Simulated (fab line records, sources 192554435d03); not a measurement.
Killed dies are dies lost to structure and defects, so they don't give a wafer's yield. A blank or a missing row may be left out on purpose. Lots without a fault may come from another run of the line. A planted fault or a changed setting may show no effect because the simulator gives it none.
fab line records | flow n5_finfet
record lots=5 wafers=15 last_day=18
route steps=1938 shown HKMG_FIN@409 BEOL_M4@1111 PASSIVATION@1936
lots that met no fault: from a run of the same line without faults
start_h: hours from the record's first day to the start of the lot's first wafer shown | wait_h: hours since the lot's step before | " the same as in the row above | L1.1+2: a row that stands for several wafers | - no value, or no start given | * or withheld: withheld | < > ~ a bound
route shown NAME@n: a module of which the file shows steps, and the number in the route of the first | usual: mean/standard deviation of fault-free wafers | same: alike in all rows | chamber/n: place in a boat | sites: the reading at each site | _std_site: their standard deviation | _edge_site: outer sites' mean less inner sites' | radius_mm: how far each site lies from the wafer's centre | mask NAME#n: copy n | behind: the tool/chamber that last shaped the wafer | hold: why the lot was held/for how many hours/how that ended | device: the transistor (n, p or np) that didn't switch | end of line: the same wafers' tests at the end of the route | a step without rows: its recipe alone | killed: dies lost to structure and defects at the first sort, not the wafer's yield | map: a wafer's dies, x killed, . not, _ none there
set.NAME: the setting as run; set.NAME@STEP: as run at that earlier step | model.NAME: the simulator's own value behind a step, which no gauge read
lots at some steps of the route; a table a step, a row a wafer
services: from which hour (start_h, from the record's first day; less than 0 if before it) a tool's chamber was out of use, for how many hours, and why
## steps
# step N5_HKMG_FIN_STRIP_60
# recipe chemistry=N2/H2 power_w=2500 temp_c=300 h2_frac=0.65 time_s=360 pressure_mtorr=withheld n2_flow_sccm=1750 h2_flow_sccm=3250
# usual drypump_motor_current_A=5.7/0.68 h2_flow_sccm=3249/8.6 heater_power_w=432/32
# columns lot.wafer tool chamber start_h wait_h drypump_motor_current_A h2_flow_sccm heater_power_w rf_hours_counter_h
L218.1 plasma_asher-02 1 137.12 0.0 6.5 3238 428 86
L218.4 " 0 " " 4.9 3242 392 -
L218.5 " 0 " " 4.9 3260 410 -
L220.3 plasma_asher-02 1 148.69 0.1 6.4 3253 431 -
L220.4 " 0 " " 4.9 3242 387 -
L220.5 " 0 " " 4.9 3250 391 -
L222.2 plasma_asher-01 1 161.83 0.0 6.3 3240 484 56
L222.5 " 0 " " 5.3 3263 429 -
L222.6 " 1 " " 6.3 3247 479 -
L230.3 plasma_asher-01 0 204.61 0.1 5.2 3247 419 -
L230.5 " 0 " " 5.2 3248 427 -
L230.6 " 1 " " 6.3 3258 470 -
L231.1 plasma_asher-01 0 211.13 0.0 5.2 3238 435 66
L231.3 " 1 " " 6.3 3254 482 -
L231.5 " 0 " " 5.2 3243 431 -
# step N5_HKMG_FIN_WET_ETCH_77
# recipe chemistry=dHCl mix=1:10000 temp_c=25 target=La2O3 stop_on=HfO2 target_depth_nm=2
# step N5_HKMG_FIN_WET_ETCH_78
# recipe chemistry=dNH4OH mix=1:50 temp_c=25 target=Al2O3 stop_on=La2O3 target_depth_nm=4.5 dry=ipa_marangoni rinse_time_s=30 rinse_temp_c=23
# step N5_HKMG_FIN_ALD_79
# recipe material=TiN target_thk_a=15 temp_c=400 ald_precursor_family=TiCl4 ald_co_reactant=NH3 pulse_time_s=1 purge_time_s=3 co_reactant_purge_time_s=2 co_reactant_pulse_time_s=2 ald_cycles=68 pressure_torr=3
# usual heater_power_w=906/74 precursor_pulse_height_rel=1.000/0.02 susceptor_temp_C=400.02/0.21
# same ald_cycles=68
# columns lot.wafer tool chamber start_h wait_h heater_power_w precursor_pulse_height_rel since_wet_clean_h susceptor_temp_C
L218.1 ald_metal-01 0 137.61 0.0 912 0.999 1339 399.74
L218.4 " 3 " " 854 1.026 1339 399.97
L218.5 " 2 " " 819 1.003 - 400.06
L220.3 ald_metal-03 2 149.08 0.0 826 1.041 4427 400.27
L220.4 " 1 " " 980 1.016 4427 399.75
L220.5 " 3 " " 992 0.984 - 400.06
L222.2 ald_metal-03 2 162.32 0.0 826 1.004 4441 400.03
L222.5 " 1 " " 946 0.995 - 400.38
L222.6 " 2 " " 845 0.980 - 399.90
L230.3 ald_metal-03 1 204.98 0.0 945 0.998 4483 400.19
L230.5 " 1 " " 930 1.016 - 400.04
L230.6 " 0 " " 835 0.982 - 400.12
L231.1 ald_metal-03 0 211.62 0.0 826 0.990 4490 400.00
L231.3 " 3 " " 981 1.024 4490 399.98
L231.5 " 0 " " 824 1.052 - 400.17
# step N5_HKMG_FIN_CVD_62
# recipe material=a-Si target_thk_a=30 temp_c=500 precursor=Si2H6 pressure_torr=1 time_s=20.8
# usual heater_power_w=1318/83
# columns lot.wafer tool chamber start_h wait_h heater_power_w since_wet_clean_h
L218.1 thermal_cvd_si-01 1 137.97 0.2 1349 192
L218.4 " 1 " " 1296 -
L218.5 " 0 " " 1398 -
L220.3 thermal_cvd_si-01 0 149.44 0.2 1419 204
L220.4 " 1 " " 1332 -
L220.5 " 0 " " 1383 -
L222.2 thermal_cvd_si-02 1 162.68 0.2 1231 946
L222.5 " 2 " " 1282 -
L222.6 " 1 " " 1253 -
L230.3 thermal_cvd_si-02 2 205.34 0.2 1287 989
L230.5 " 2 " " 1284 -
L230.6 " 1 " " 1272 -
L231.1 thermal_cvd_si-01 1 211.98 0.2 1297 267
L231.3 " 0 " " 1410 267
L231.5 " 0 " " 1387 -
# step N5_HKMG_FIN_RTA_80
# recipe temp_c=withheld time_s=2 ambient=N2 idle_temp_c=600 ramp_up_c_per_s=150 ramp_down_c_per_s=60 cool_to_c=600
# step N5_HKMG_FIN_PRECLEAN_64
# recipe chemistry=dHF time_s=30 temp_c=25 dilution=withheld
# step N5_HKMG_FIN_WET_ETCH_65
# recipe chemistry=TMAH temp_c=70 conc_wt_pct=5 target=a-Si stop_on=TiN time_s=49 target_depth_nm=3
# step N5_HKMG_FIN_WET_ETCH_81
# recipe chemistry=SC1 target=TiN stop_on=HfO2 mix=1:1:5 temp_c=60 time_s=57 target_depth_nm=6
# step N5_HKMG_FIN_WET_ETCH_82
# recipe chemistry=dHCl mix=1:10000 temp_c=25 target=La2O3 stop_on=HfO2 target_depth_nm=2 dry=ipa_marangoni rinse_time_s=30 rinse_temp_c=23
# step N5_HKMG_FIN_ALD_36
# recipe material=TiN target_thk_a=10 temp_c=400 ald_precursor_family=TiCl4 ald_co_reactant=NH3 pulse_time_s=1 purge_time_s=3 co_reactant_purge_time_s=2 co_reactant_pulse_time_s=2 ald_cycles=47 pressure_torr=3
# usual heater_power_w=921/78 precursor_pulse_height_rel=0.999/0.02 susceptor_temp_C=400.01/0.2
# same ald_cycles=47
# columns lot.wafer tool chamber start_h wait_h heater_power_w precursor_pulse_height_rel since_wet_clean_h susceptor_temp_C
L218.1 ald_metal-01 0 138.40 0.0 879 0.981 1340 400.08
L218.4 " 1 " " 884 0.993 1340 399.84
L218.5 " 3 " " 845 1.017 - 400.06
L220.3 ald_metal-04 1 149.98 0.0 973 1.036 2890 399.94
L220.4 " 0 " " 900 0.987 2890 399.63
L220.5 " 2 " " 930 0.986 - 400.26
L222.2 ald_metal-01 3 163.09 0.0 859 0.995 1364 400.07
L222.5 " 1 " " 893 0.983 - 399.74
L222.6 " 2 " " 822 1.002 - 400.21
L230.3 ald_metal-03 1 205.83 0.0 978 1.014 4484 399.59
L230.5 " 1 " " 959 0.973 - 399.86
L230.6 " 0 " " 823 0.981 - 399.91
L231.1 ald_metal-01 1 212.48 0.0 889 1.027 1414 399.66
L231.3 " 0 " " 877 1.006 1414 400.03
L231.5 " 3 " " 869 1.009 - 399.92
# step N5_HKMG_FIN_THK_MEAS_70
# recipe thk_meas_gauge=xrf reads=HfO2_of_HKMG_FIN_HK_ALD_01
# usual HK_THK=1.608/0.021
# columns lot.wafer tool chamber start_h wait_h HK_THK[nm]
L218.1 film_metro-01 - 138.68 0.2 1.603
L218.4 " - " " 1.594
L218.5 " - " " 1.593
L220.3 film_metro-02 - 150.27 0.2 1.626
L220.4 " - " " 1.618
L220.5 " - " " 1.630
L222.2 film_metro-02 - 163.37 0.2 1.570
L222.5 " - " " 1.590
L222.6 " - " " 1.558
L230.3 film_metro-02 - 206.11 0.2 1.646
L230.5 " - " " 1.621
L230.6 " - " " 1.595
L231.1 film_metro-02 - 212.76 0.2 1.602
L231.3 " - " " 1.624
L231.5 " - " " 1.574
# step N5_HKMG_FIN_PWFM_ALD_03
# recipe material=TiN target_thk_a=20 temp_c=400 ald_precursor_family=TiCl4 ald_co_reactant=NH3 pulse_time_s=1 purge_time_s=3 co_reactant_purge_time_s=2 co_reactant_pulse_time_s=2 ald_cycles=91 pressure_torr=3
# usual heater_power_w=912/77 precursor_pulse_height_rel=1.002/0.021 susceptor_temp_C=399.99/0.21
# same ald_cycles=91
# columns lot.wafer tool chamber start_h wait_h heater_power_w precursor_pulse_height_rel since_wet_clean_h susceptor_temp_C
L218.1 ald_metal-04 3 138.71 0.0 1100 0.986 2879 400.08
L218.4 " 2 " " 908 0.954 2879 400.12
L218.5 " 0 " " 906 1.011 - 400.23
L220.3 ald_metal-01 3 150.30 0.0 861 1.008 1352 399.84
L220.4 " 1 " " 883 0.966 1352 399.81
L220.5 " 3 " " 847 0.980 - 400.32
L222.2 ald_metal-03 0 163.41 0.0 830 1.008 4442 399.86
L222.5 " 0 " " 824 1.016 - 400.04
L222.6 " 3 " " 994 1.015 - 400.38
L230.3 ald_metal-01 3 206.15 0.0 987 0.959 1408 421.86
L230.5 " 1 " " 894 0.961 - 400.17
L230.6 " 2 " " 831 0.993 - 399.88
L231.1 ald_metal-03 0 212.79 0.0 827 0.960 4491 400.37
L231.3 " 1 " " 928 1.025 4491 400.19
L231.5 " 3 " " 969 1.015 - 399.91
# step N5_HKMG_FIN_COAT_29
# recipe resist=SOC temp_c=250 time_s=60 spin_rpm=1500 resist_thk_nm=300
# step N5_BEOL_M4_RC_MEAS_101
# usual DIBL_N=36.4/1.6 DIBL_P=35.9/2 IOFF_N=0.152/0.03 IOFF_P=0.20/0.032 ION_N=670/12 ION_P=459/7.3 SS_N=71.6/0.55 SS_P=73.2/0.69 VT_N=251/3.5 VT_P=-252/3.2
# columns lot.wafer tool chamber start_h wait_h DIBL_N[mV/V] DIBL_P[mV/V] IOFF_N[nA/um] IOFF_P[nA/um] ION_N[uA/um] ION_P[uA/um] SS_N[mV/dec] SS_P[mV/dec] VT_N[mV] VT_P[mV]
L218.1 prober-01 0 231.89 0.0 36.5 35.9 0.167 0.20 684 463 71.2 73.1 247 -250
L218.4 " 0 " " 38.8 37.8 0.199 0.22 677 459 72.9 73.5 247 -250
L218.5 " 0 " " 34.3 32.2 0.123 0.15 672 452 70.9 71.1 253 -256
L220.3 prober-02 0 250.04 0.3 35.4 33.6 0.131 0.17 672 457 71.5 72.7 256 -251
L220.4 " 0 " " 36.2 35.5 0.154 0.20 672 459 71.4 72.9 252 -249
L220.5 " 0 " " 36.1 35.2 0.146 0.20 671 457 71.4 73.0 253 -249
L222.2 prober-02 0 260.97 0.2 37.0 35.6 0.158 0.20 667 456 71.8 73.9 251 -250
L222.5 " 0 " " 37.5 37.0 0.166 0.20 669 455 71.8 73.8 250 -253
L222.6 " 0 " " 37.6 38.6 0.181 0.24 680 469 72.8 73.8 248 -249
L231.1 prober-01 0 306.70 0.0 35.0 33.3 0.119 0.14 655 450 71.1 72.2 257 -258
L231.3 " 0 " " 37.4 35.5 0.156 0.16 660 445 72.7 73.2 252 -255
L231.5 " 0 " " 35.5 33.6 0.127 0.14 657 446 71.2 72.7 254 -260
L230.3 prober-02 0 311.52 0.3 32.7 32.0 0.103 0.19 653 459 71.2 72.4 256 -249
L230.5 " 0 " " 35.6 36.6 0.139 0.21 667 466 71.7 73.5 252 -249
L230.6 " 0 " " 33.4 33.1 0.110 0.17 650 451 71.8 72.8 261 -255
# step N5_PASSIVATION_PROBE_49
# usual defect_limited_yield=91.7/1.2 killed_at_M0_to_M3=33/9.5 killed_at_M4_up=13/4.9 killed_at_contacts=13/6.6 killed_at_front_end=36/11 killed_at_other=3.0/2.6 killed_dies=97/14 killed_open=65/11 killed_short=31/6.6 sort_bin_5_function=4.8/0.82 sort_bin_6_memory=3.1/0.58 sort_bin_8_speed=0.00/0.02 sort_n_pass=1083/14 sort_yield_pct=91.7/1.2
# same gross_dies=1180 killed_at_back_side=0 sort_bin_4_leakage[%]=0
# columns lot.wafer tool chamber start_h wait_h defect_limited_yield[%] killed_at_M0_to_M3 killed_at_M4_up killed_at_contacts killed_at_front_end killed_at_other killed_dies killed_open killed_short sort_bin_5_function[%] sort_bin_6_memory[%] sort_bin_8_speed[%] sort_n_pass sort_yield_pct[%]
L218.1 prober-01 - 346.15 0.0 92.5 40 8 4 32 4 88 61 25 4.2 2.7 0 1092 92.5
L218.4 prober-01 - 346.30 0.2 91.1 41 16 12 35 1 105 70 32 5.1 3.5 0 1075 91.1
L218.5 prober-01 - 346.35 0.2 92.6 28 11 6 42 0 87 56 29 4.5 2.7 0 1093 92.6
L231.1 prober-02 - 414.33 0.0 91.2 32 12 16 40 4 104 71 33 5.8 2.8 0 1076 91.2
L231.3 prober-02 - 414.43 0.1 91.6 35 14 5 44 1 99 66 32 5.2 3.2 0 1081 91.6
L231.5 prober-02 - 414.53 0.2 90.7 39 8 18 44 1 110 79 30 6.0 2.9 0 1070 90.7
# killed by level:class
L218.1 FIN_SAQP:geometric_particle:open=13 BEOL_M1:geometric_particle:open=9 BEOL_M3:geometric_particle:open=9 FIN_SAQP:geometric_particle:short=7 BEOL_M2:geometric_particle:open=7 BEOL_M0_SAQP:geometric_particle:open=5 BEOL_M0_SAQP:geometric_particle:short=4 MOL_CONTACT_COAG:geometric_particle:open=3
L218.4 BEOL_M1:geometric_particle:open=15 MOL_CONTACT_COAG:geometric_particle:open=10 BEOL_M4:geometric_particle:open=9 STARTING-WAFER:geometric_particle:short=8 FIN_SAQP:geometric_particle:open=7 BEOL_M2:geometric_particle:open=7 STI_FIN_REVEAL:geometric_particle:open=6 BEOL_M0_SAQP:geometric_particle:open=6
L218.5 BEOL_M1:geometric_particle:open=8 FIN_SAQP:geometric_particle:open=7 STI_FIN_REVEAL:geometric_particle:open=7 BEOL_M2:geometric_particle:open=7 MOL_CONTACT_COAG:geometric_particle:open=5 STARTING-WAFER:geometric_particle:short=5 FIN_SAQP:geometric_particle:short=4 DUMMY_GATE:geometric_particle:open=4
L231.1 MOL_CONTACT_COAG:geometric_particle:open=13 STI_FIN_REVEAL:geometric_particle:open=10 FIN_SAQP:geometric_particle:short=8 BEOL_M1:geometric_particle:open=7 BEOL_M4:geometric_particle:open=7 BEOL_M0_SAQP:geometric_particle:short=5 BEOL_M2:geometric_particle:open=5 STARTING-WAFER:geometric_particle:open=5
L231.3 STI_FIN_REVEAL:geometric_particle:open=10 DUMMY_GATE:geometric_particle:open=10 BEOL_M2:geometric_particle:open=7 BEOL_M4:geometric_particle:open=7 STARTING-WAFER:geometric_particle:short=6 BEOL_M1:geometric_particle:open=6 FIN_SAQP:geometric_particle:open=5 BEOL_M0:geometric_particle:open=5
L231.5 MOL_CONTACT_COAG:geometric_particle:open=17 BEOL_M2:geometric_particle:open=16 DUMMY_GATE:geometric_particle:open=11 STI_FIN_REVEAL:geometric_particle:open=7 BEOL_M0_SAQP:geometric_particle:short=7 FIN_SAQP:geometric_particle:short=5 BEOL_M1:geometric_particle:open=5 BEOL_M3:geometric_particle:open=5
## services
# columns tool chamber start_h hours kind
ald_metal-01 3 156.51 - calibration
ald_metal-04 - 159.33 14.6 pm
thermal_cvd_si-01 - 160.02 2.8 pm
ald_metal-01 3 165.54 3.3 repair
ald_metal-01 0 186.90 23.9 repair
ald_metal-01 - 199.59 4.3 pm
## key
first_sign step=N5_HKMG_FIN_PWFM_ALD_03 reading=susceptor_temp_C direction=up sigmas=99+ usual=* struck=*
effect none on later readings
met_at N5_HKMG_FIN_PWFM_ALD_03
struck_wafers L230.3
onset_between 150.30 206.15
fault kind=process_parameter_drift tool=ald_metal-01 chamber=3 onset_h=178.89 steps=N5_HKMG_FIN_PWFM_ALD_03 channel=temp_c offset=* shape=step end_h=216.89 acts_in=* stated=*
